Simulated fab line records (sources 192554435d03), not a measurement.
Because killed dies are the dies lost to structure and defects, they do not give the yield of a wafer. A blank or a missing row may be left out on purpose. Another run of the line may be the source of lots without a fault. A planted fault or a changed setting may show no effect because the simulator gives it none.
Matching of chambers + flow n5Finfet + pecvd-04 running N5_BEOL_M12_DEP_53: 3 sister chambers
The step deposits SiCN from 3MS/NH3, target thk 30 nm, time 10.5 s. 3 wafers are shown with their chamber, then 8 later ones without.

WAFERS, EACH WITH ITS CHAMBER
| wafer  | chamber | throttleValvePct (%) |
|--------|---------|----------------------|
| L089.3 | 0       | 19.0                 |
| L089.5 | 1       | 19.3                 |
| L089.6 | 2       | 17.3                 |

WAFERS MISSING THEIR CHAMBER
| wafer  | throttleValvePct (%) |
|--------|----------------------|
| L092.1 | 17.7                 |
| L092.2 | 19.3                 |
| L092.4 | 17.4                 |
| L091.2 | 17.6                 |
| L091.4 | 19.3                 |
| L097.3 | 19.2                 |
| L097.5 | 19.5                 |
| L097.6 | 18.9                 |

CHAMBER TAKEN BY EACH
| wafer  | from the rows above     | in truth |
|--------|-------------------------|----------|
| L092.1 | 2                       | 2        |
| L092.2 | can't be placed: 1 or 0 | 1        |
| L092.4 | 2                       | 2        |
| L091.2 | 2                       | 2        |
| L091.4 | can't be placed: 1 or 0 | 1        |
| L097.3 | can't be placed: 1 or 0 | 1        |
| L097.5 | can't be placed: 1 or 0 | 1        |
| L097.6 | can't be placed: 0 or 1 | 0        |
Correctly placed: 3 of 8. Unplaceable from these rows: 5, with the true chamber sitting among the candidates in 5. Placed wrongly: 0.
How it was worked out, from the rows above alone: a wafer's distance from a chamber is the root of the sum, over the readings, of the square of ((its reading less the chamber's mean) divided by the reading's scatter). If the next closest chamber is less than 2 further off than the closest, the wafer can't be placed; otherwise it belongs to the closest. A chamber's mean is the mean of its shown wafers. The scatter: root of mean squared gap, hidden wafer to nearest shown wafer, with one shown wafer a chamber.
